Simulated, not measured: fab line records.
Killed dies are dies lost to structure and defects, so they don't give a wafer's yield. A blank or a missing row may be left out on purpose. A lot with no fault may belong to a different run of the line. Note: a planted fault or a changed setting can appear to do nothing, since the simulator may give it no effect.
Which tool was responsible?	flow nand harc	Sampling: 23 lots, 69 wafers, 6 of 1302 route steps

## WHAT EACH GAUGE READ, for each wafer
Not one reading of a measure or inspect step in the record can be checked against a usual standard deviation.

## WHICH TOOL RAN EACH LOT (tool, then ch and the chambers of the sampled wafers, then the start)
lot	NHARC_A_STAIRCASE_ETCH_19	NHARC_A_STAIRCASE_TRIM_200	NHARC_A_STAIRCASE_DESCUM_219	NHARC_A_STAIRCASE_TRIM_224	NHARC_A_STAIRCASE_ETCH_234	NHARC_A_STAIRCASE_DESCUM_252
L075	rie diel-08 ch 0,2, day 16 08:32 or earlier	rie diel-11 ch 0,2, day 16 08:32 or earlier	rie diel-04 ch 0,2,3, day 16 08:32	rie diel-04 ch 0,2,3, day 16 15:10 or earlier	rie diel-04 ch 0,1, day 16 15:10 or earlier	rie diel-04 ch 0,2,3, day 16 15:10
L074	rie diel-11 ch 1,2,3, day 16 11:46 or earlier	rie diel-11 ch 2,3, day 16 11:46 or earlier	rie diel-11 ch 1,2,3, day 16 11:46	rie diel-11 ch 0,2,3, day 16 15:47 or earlier	rie diel-04 ch 0,2, day 16 15:47 or earlier	rie diel-04 ch 0,2,3, day 16 15:47
L076	rie diel-11 ch 0,2,3, day 17 00:30 or earlier	rie diel-04 ch 0,3, day 17 00:30 or earlier	rie diel-04 ch 0,3, day 17 00:30	rie diel-04 ch 1,2,3, day 17 04:14 or earlier	rie diel-11 ch 0,1,3, day 17 04:14 or earlier	rie diel-08 ch 0,1,2, day 17 04:14
L077	rie diel-04 ch 1,2, day 17 11:25 or earlier	rie diel-08 ch 0,2,3, day 17 11:25 or earlier	rie diel-08 ch 0,2,3, day 17 11:25	rie diel-08 ch 0,2, day 17 15:04 or earlier	rie diel-11 ch 2,3, day 17 15:04 or earlier	rie diel-04 ch 1,2,3, day 17 15:04
L079	rie diel-08 ch 0,1,2, day 18 13:08 or earlier	rie diel-11 ch 0,1, day 18 13:08 or earlier	rie diel-04 ch 0,2, day 18 13:08	rie diel-04 ch 0,1,3, day 18 16:44 or earlier	rie diel-04 ch 0,1,3, day 18 16:44 or earlier	rie diel-04 ch 1,2,3, day 18 16:44
L078	rie diel-04 ch 1,2, day 18 13:35 or earlier	rie diel-04 ch 0,3, day 18 13:35 or earlier	rie diel-11 ch 0,2,3, day 18 13:35	rie diel-11 ch 0,3, day 18 17:37 or earlier	rie diel-11 ch 0,3, day 18 17:37 or earlier	rie diel-04 ch 2,3, day 18 17:37
L080	rie diel-11 ch 1,2, day 19 05:40 or earlier	rie diel-08 ch 0,1,3, day 19 05:40 or earlier	rie diel-08 ch 0,2,3, day 19 05:40	rie diel-08 ch 0,2, day 19 12:24 or earlier	rie diel-08 ch 2,3, day 19 12:24 or earlier	rie diel-04 ch 0,1,3, day 19 12:24
L082	rie diel-08 ch 0,2, day 19 06:23 or earlier	rie diel-04 ch 0,1,2, day 19 06:23 or earlier	rie diel-04 ch 0,1,2, day 19 06:23	rie diel-04 ch 0,2,3, day 19 13:03 or earlier	rie diel-08 ch 2,3, day 19 13:03 or earlier	rie diel-11 ch 0,1, day 19 13:03
L081	rie diel-08 ch 0,1,2, day 19 06:31 or earlier	rie diel-04 ch 1,2,3, day 19 06:31 or earlier	rie diel-08 ch 0,2,3, day 19 06:31	rie diel-08 ch 0,1,2, day 19 13:13 or earlier	rie diel-11 ch 0,2,3, day 19 13:13 or earlier	rie diel-04 ch 0,1,2, day 19 13:13
L083	rie diel-04 ch 0,1,3, day 20 01:42 or earlier	rie diel-04 ch 0,2,3, day 20 01:42 or earlier	rie diel-04 ch 2,3, day 20 01:42	rie diel-04 ch 0,2, day 20 05:26 or earlier	rie diel-04 ch 0,1, day 20 05:26 or earlier	rie diel-08 ch 1,2,3, day 20 05:26
L086	rie diel-08 ch 0,1,2, day 20 13:19 or earlier	rie diel-11 ch 1,2,3, day 20 13:19 or earlier	rie diel-04 ch 0,1,2, day 20 13:19	rie diel-04 ch 0,2,3, day 20 17:00 or earlier	rie diel-04 ch 0,1,3, day 20 17:00 or earlier	rie diel-08 ch 0,1, day 20 17:00
L085	rie diel-04 ch 0,2,3, day 20 12:50 or earlier	rie diel-04 ch 0,2,3, day 20 12:50 or earlier	rie diel-08 ch 1,2,3, day 20 12:50	rie diel-08 ch 0,1,2, day 20 16:33 or earlier	rie diel-11 ch 0,2, day 20 16:33 or earlier	rie diel-04 ch 0,3, day 20 16:33
L084	rie diel-11 ch 1,2, day 20 13:29 or earlier	rie diel-11 ch 0,1, day 20 13:29 or earlier	rie diel-08 ch 1,2,3, day 20 13:29	rie diel-08 ch 1,2, day 20 17:15 or earlier	rie diel-08 ch 0,1,2, day 20 17:15 or earlier	rie diel-04 ch 0,1,2, day 20 17:15
L087	rie diel-11 ch 0,1, day 20 23:54 or earlier	rie diel-08 ch 0,1, day 20 23:54 or earlier	rie diel-08 ch 0,1,2, day 20 23:54	rie diel-08 ch 1,2,3, day 21 03:39 or earlier	rie diel-08 ch 0,1,3, day 21 03:39 or earlier	rie diel-11 ch 0,2,3, day 21 03:39
L089	rie diel-04 ch 0,1,3, day 22 08:50 or earlier	rie diel-08 ch 0,1,3, day 22 08:50 or earlier	rie diel-11 ch 0,2,3, day 22 08:50	rie diel-11 ch 0,2,3, day 22 12:40 or earlier	rie diel-08 ch 1,2,3, day 22 12:40 or earlier	rie diel-08 ch 0,2,3, day 22 12:40
L090	rie diel-08 ch 0,2,3, day 22 09:17 or earlier	rie diel-11 ch 2,3, day 22 09:17 or earlier	rie diel-04 ch 0,2,3, day 22 09:17	rie diel-04 ch 0,3, day 22 13:05 or earlier	rie diel-08 ch 0,2,3, day 22 13:05 or earlier	rie diel-04 ch 0,1,2, day 22 13:05
L088	rie diel-11 ch 0,2,3, day 22 10:24 or earlier	rie diel-08 ch 0,1,3, day 22 10:24 or earlier	rie diel-04 ch 1,2,3, day 22 10:24	rie diel-04 ch 0,1,2, day 22 13:58 or earlier	rie diel-11 ch 0,1,3, day 22 13:58 or earlier	rie diel-08 ch 0,3, day 22 13:58
L091	rie diel-08 ch 0,1,2, day 23 11:04 or earlier	rie diel-08 ch 1,2,3, day 23 11:04 or earlier	rie diel-11 ch 0,1,3, day 23 11:04	rie diel-11 ch 1,2, day 23 16:00 or earlier	rie diel-11 ch 1,3, day 23 16:00 or earlier	rie diel-11 ch 1,2,3, day 23 16:00
L093	rie diel-11 ch 0,2, day 23 22:13 or earlier	rie diel-04 ch 0,1,3, day 23 22:13 or earlier	rie diel-04 ch 1,2, day 23 22:13	rie diel-04 ch 0,2, day 24 01:53 or earlier	rie diel-04 ch 0,2,3, day 24 01:53 or earlier	rie diel-11 ch 0,3, day 24 01:53
L092	rie diel-08 ch 0,1, day 23 22:47 or earlier	rie diel-04 ch 0,3, day 23 22:47 or earlier	rie diel-11 ch 1,2,3, day 23 22:47	rie diel-11 ch 0,2,3, day 24 02:30 or earlier	rie diel-11 ch 0,1,3, day 24 02:30 or earlier	rie diel-11 ch 0,3, day 24 02:30
L094	rie diel-04 ch 0,1,3, day 24 08:54 or earlier	rie diel-04 ch 1,2,3, day 24 08:54 or earlier	rie diel-08 ch 0,2, day 24 08:54	rie diel-08 ch 1,3, day 24 12:37 or earlier	rie diel-11 ch 0,1,2, day 24 12:37 or earlier	rie diel-11 ch 1,3, day 24 12:37
L095	rie diel-08 ch 1,2,3, day 24 21:56 or earlier	rie diel-04 ch 0,1,2, day 24 21:56 or earlier	rie diel-11 ch 0,2, day 24 21:56	rie diel-11 ch 0,1,3, day 25 02:02 or earlier	rie diel-08 ch 0,3, day 25 02:02 or earlier	rie diel-04 ch 1,2,3, day 25 02:02
L097	rie diel-04 ch 0,1,3, day 25 06:29 or earlier	rie diel-08 ch 0,2,3, day 25 06:29 or earlier	rie diel-11 ch 2,3, day 25 06:29	rie diel-11 ch 0,2,3, day 25 13:01 or earlier	rie diel-04 ch 0,2,3, day 25 13:01 or earlier	rie diel-04 ch 0,1,2, day 25 13:01
- NHARC_A_STAIRCASE_ETCH_19: etches the open film in C4F8/O2, target depth 100 nm, time 40.5 s.
- NHARC_A_STAIRCASE_TRIM_200: chemistry O2, time 211.2 s.
- NHARC_A_STAIRCASE_DESCUM_219: chemistry O2, time 3 s.
- NHARC_A_STAIRCASE_TRIM_224: chemistry O2, time 211.2 s.
- NHARC_A_STAIRCASE_ETCH_234: etches the open film in C4F8/O2, target depth 100 nm, time 40.5 s.
- NHARC_A_STAIRCASE_DESCUM_252: chemistry O2, time 3 s.

## WHAT THE TOOLS THEMSELVES READ (means of the sampled wafers that have a number; where no wafer has one, the mark that the record gives instead)
NHARC_A_STAIRCASE_ETCH_19. Usual: oes product au 0.942 a.u., standard deviation 0.0097; rf vpp V 892.7 V, standard deviation 2.7.
lot	tool	oes product au (a.u.)	rf vpp V (V)	flag
L075	rie diel-08	0.926	894.4	
L074	rie diel-11	0.938	893.0	
L076	rie diel-11	0.946	893.2	
L077	rie diel-04	0.938	893.8	
L079	rie diel-08	0.940	894.6	
L078	rie diel-04	0.941	893.9	
L080	rie diel-11	0.946	891.0	
L082	rie diel-08	0.937	895.0	
L081	rie diel-08	0.937	894.4	
L083	rie diel-04	0.950	893.3	
L086	rie diel-08	0.943	893.7	
L085	rie diel-04	0.943	892.1	
L084	rie diel-11	0.934	891.5	
L087	rie diel-11	0.946	894.5	
L089	rie diel-04	0.937	891.9	
L090	rie diel-08	0.951	892.1	
L088	rie diel-11	0.940	891.6	
L091	rie diel-08	0.942	894.0	
L093	rie diel-11	0.949	892.9	
L092	rie diel-08	0.937	893.4	
L094	rie diel-04	0.944	892.7	
L095	rie diel-08	0.944	891.3	
L097	rie diel-04	0.929	892.4	

NHARC_A_STAIRCASE_TRIM_200. Usual: drypump motor current A 5.9 A, standard deviation 0.5; oes product au 1.000 a.u., standard deviation 0.0092; rf vpp V 57.6 V, standard deviation 0.78; showerhead plenum p Torr 3.43 Torr, standard deviation 0.075; throttle valve pct 17.037 %, standard deviation 0.0096.
lot	tool	drypump motor current A (A)	oes product au (a.u.)	rf vpp V (V)	showerhead plenum p Torr (Torr)	throttle valve pct (%)	flag
L075	rie diel-11	6.1	1.001	58.5	3.44	17.040	
L074	rie diel-11	6.2	1.006	58.3	3.41	17.037	
L076	rie diel-04	5.9	0.996	57.1	3.41	17.052	
L077	rie diel-08	5.8	1.003	57.6	3.45	17.040	
L079	rie diel-11	5.6	0.988	58.5	3.51	17.039	
L078	rie diel-04	5.9	1.002	57.5	3.41	17.042	
L080	rie diel-08	5.4	1.012	57.2	3.44	17.032	
L082	rie diel-04	6.3	1.007	58.1	3.46	17.041	
L081	rie diel-04	6.0	1.003	57.8	3.40	17.039	
L083	rie diel-04	6.2	0.999	57.2	3.41	17.030	
L086	rie diel-11	6.0	0.990	57.3	3.42	17.037	
L085	rie diel-04	6.3	1.006	57.3	3.41	17.032	
L084	rie diel-11	5.7	0.996	57.5	3.48	17.039	
L087	rie diel-08	5.1	0.999	58.3	3.49	17.042	
L089	rie diel-08	5.4	1.007	57.4	3.42	17.038	
L090	rie diel-11	6.2	0.999	57.6	3.38	17.037	
L088	rie diel-08	5.4	0.998	57.7	3.42	17.037	
L091	rie diel-08	5.6	1.011	57.3	3.41	17.036	
L093	rie diel-04	6.0	1.006	57.8	3.44	17.033	
L092	rie diel-04	6.2	0.995	57.5	3.46	17.042	
L094	rie diel-04	6.1	1.006	56.5	3.38	17.034	
L095	rie diel-04	6.3	0.992	57.7	3.44	17.032	
L097	rie diel-08	5.8	1.005	57.9	3.42	17.037	

NHARC_A_STAIRCASE_DESCUM_219. Usual: drypump motor current A 5.9 A, standard deviation 0.49; oes product au 1.002 a.u., standard deviation 0.0086; rf vpp V 57.6 V, standard deviation 0.8; showerhead plenum p Torr 1.86 Torr, standard deviation 0.043; throttle valve pct 11.310 %, standard deviation 0.0084.
lot	tool	drypump motor current A (A)	oes product au (a.u.)	rf vpp V (V)	showerhead plenum p Torr (Torr)	throttle valve pct (%)	flag
L075	rie diel-04	6.2	0.995	58.8	1.85	11.313	
L074	rie diel-11	6.0	1.006	57.5	1.86	11.316	
L076	rie diel-04	6.2	0.999	57.5	1.88	11.311	
L077	rie diel-08	5.8	1.009	57.9	1.87	11.301	
L079	rie diel-04	6.6	1.003	58.2	1.85	11.309	
L078	rie diel-11	5.9	0.995	57.7	1.87	11.307	
L080	rie diel-08	5.8	1.010	56.8	1.87	11.309	
L082	rie diel-04	6.3	1.006	56.7	1.87	11.308	
L081	rie diel-08	5.8	1.003	57.4	1.87	11.304	
L083	rie diel-04	6.0	0.999	57.5	1.80	11.313	
L086	rie diel-04	6.3	1.011	58.3	1.87	11.310	
L085	rie diel-08	5.6	1.005	57.9	1.85	11.307	
L084	rie diel-08	5.6	1.004	57.8	1.85	11.307	
L087	rie diel-08	5.3	0.999	58.2	1.88	11.303	
L089	rie diel-11	5.9	0.996	57.3	1.86	11.310	
L090	rie diel-04	6.2	1.017	57.3	1.84	11.320	
L088	rie diel-04	6.0	1.005	57.9	1.83	11.306	
L091	rie diel-11	5.7	0.995	57.3	1.87	11.318	
L093	rie diel-04	6.4	1.001	57.2	1.83	11.318	
L092	rie diel-11	6.0	1.000	57.4	1.84	11.307	
L094	rie diel-08	5.5	1.011	57.7	1.89	11.316	
L095	rie diel-11	5.8	1.001	57.2	1.87	11.298	
L097	rie diel-11	6.1	0.995	57.2	1.83	11.314	

NHARC_A_STAIRCASE_TRIM_224. Usual: drypump motor current A 5.8 A, standard deviation 0.53; oes product au 1.001 a.u., standard deviation 0.0083; rf vpp V 57.6 V, standard deviation 0.87; showerhead plenum p Torr 3.44 Torr, standard deviation 0.07; throttle valve pct 17.036 %, standard deviation 0.0086.
lot	tool	drypump motor current A (A)	oes product au (a.u.)	rf vpp V (V)	showerhead plenum p Torr (Torr)	throttle valve pct (%)	flag
L075	rie diel-04	6.3	0.997	57.0	3.42	17.042	
L074	rie diel-11	5.9	1.007	57.5	3.46	17.034	
L076	rie diel-04	6.0	1.004	56.7	3.40	17.033	
L077	rie diel-08	5.7	1.007	57.6	3.50	17.033	
L079	rie diel-04	6.0	1.006	57.9	3.46	17.031	
L078	rie diel-11	5.6	0.994	57.2	3.50	17.041	
L080	rie diel-08	5.7	1.008	57.7	3.50	17.034	
L082	rie diel-04	6.3	1.001	56.8	3.41	17.040	
L081	rie diel-08	5.3	0.994	57.5	3.49	17.036	
L083	rie diel-04	6.5	1.011	56.9	3.41	17.037	
L086	rie diel-04	6.3	1.004	57.1	3.41	17.039	
L085	rie diel-08	5.3	0.989	57.9	3.48	17.032	
L084	rie diel-08	5.2	0.993	58.1	3.47	17.035	
L087	rie diel-08	5.6	0.999	56.8	3.42	17.033	
L089	rie diel-11	5.9	0.998	57.2	3.43	17.034	
L090	rie diel-04	5.9	1.007	58.1	3.39	17.042	
L088	rie diel-04	6.4	1.004	57.7	3.45	17.029	
L091	rie diel-11	6.0	0.997	56.9	3.41	17.038	
L093	rie diel-04	6.6	0.989	58.3	3.46	17.025	
L092	rie diel-11	5.9	1.006	57.5	3.42	17.039	
L094	rie diel-08	5.3	1.003	57.4	3.40	17.046	
L095	rie diel-11	5.8	0.999	57.5	3.45	17.038	
L097	rie diel-11	5.9	1.003	57.6	3.42	17.037	

NHARC_A_STAIRCASE_ETCH_234. Usual: oes product au 0.945 a.u., standard deviation 0.011; rf vpp V 892.5 V, standard deviation 2.9.
lot	tool	oes product au (a.u.)	rf vpp V (V)	flag
L075	rie diel-04	0.949	896.1	
L074	rie diel-04	0.945	894.8	
L076	rie diel-11	0.949	893.8	
L077	rie diel-11	0.956	891.2	
L079	rie diel-04	0.946	893.0	
L078	rie diel-11	0.935	893.1	
L080	rie diel-08	0.940	891.8	
L082	rie diel-08	0.961	889.8	
L081	rie diel-11	0.925	892.4	
L083	rie diel-04	0.937	896.8	
L086	rie diel-04	0.947	893.8	
L085	rie diel-11	0.946	891.4	
L084	rie diel-08	0.940	893.9	
L087	rie diel-08	0.942	892.3	
L089	rie diel-08	0.949	892.1	
L090	rie diel-08	0.956	892.0	
L088	rie diel-11	0.933	893.4	
L091	rie diel-11	0.953	892.4	
L093	rie diel-04	0.940	890.9	
L092	rie diel-11	0.953	894.0	
L094	rie diel-11	0.944	892.8	
L095	rie diel-08	0.964	890.1	
L097	rie diel-04	0.946	891.2	

NHARC_A_STAIRCASE_DESCUM_252. Usual: drypump motor current A 5.9 A, standard deviation 0.5; oes product au 0.999 a.u., standard deviation 0.0074; rf vpp V 57.6 V, standard deviation 0.78; showerhead plenum p Torr 1.86 Torr, standard deviation 0.044; throttle valve pct 11.311 %, standard deviation 0.0088.
lot	tool	drypump motor current A (A)	oes product au (a.u.)	rf vpp V (V)	showerhead plenum p Torr (Torr)	throttle valve pct (%)	flag
L075	rie diel-04	6.2	0.999	57.9	1.85	11.304	
L074	rie diel-04	6.3	0.995	57.7	1.85	11.317	
L076	rie diel-08	5.4	1.000	57.4	1.89	11.316	
L077	rie diel-04	6.0	0.999	57.6	1.84	11.316	
L079	rie diel-04	6.1	0.999	57.5	1.84	11.318	
L078	rie diel-04	5.9	1.001	56.8	1.81	11.312	
L080	rie diel-04	5.9	1.004	57.1	1.87	11.314	
L082	rie diel-11	5.7	1.000	57.3	1.89	11.309	
L081	rie diel-04	6.3	0.999	57.8	1.87	11.309	
L083	rie diel-08	5.6	1.000	57.1	1.85	11.315	
L086	rie diel-08	5.0	0.990	57.8	1.88	11.316	
L085	rie diel-04	5.9	0.992	57.2	1.84	11.307	
L084	rie diel-04	6.3	1.007	57.6	1.87	11.307	
L087	rie diel-11	5.9	0.994	57.6	1.86	11.307	
L089	rie diel-08	5.8	1.000	57.8	1.86	11.305	
L090	rie diel-04	6.3	1.007	57.6	1.87	11.306	
L088	rie diel-08	5.8	1.008	58.0	1.83	11.311	
L091	rie diel-11	6.1	0.996	57.4	1.84	11.312	
L093	rie diel-11	5.6	1.001	57.9	1.88	11.313	
L092	rie diel-11	5.6	1.000	58.1	1.88	11.302	
L094	rie diel-11	5.9	0.991	57.6	1.85	11.305	
L095	rie diel-04	6.0	1.000	57.5	1.82	11.318	
L097	rie diel-04	6.3	1.003	57.9	1.86	11.313	

## THE ANSWER, worked out from the rows above alone
Rule: lot off if the mean of its wafers having a number is beyond 3 standard deviations from the usual mean. A lot without any number at a reading at which 4 lots or more have one is off too. Where the step has rows for the other lots, those lots are counted as sound. The gauges are gone through in route order, then the tools' own readings, and for those a lot's mean is taken as printed above. The first step at which some lot is off is used, and at that step the reading that is off furthest; a lot without a number counts as furthest.
None of the lots is off at any reading shown; this tells nothing.

## WHAT THE SIMULATOR HAD PUT IN
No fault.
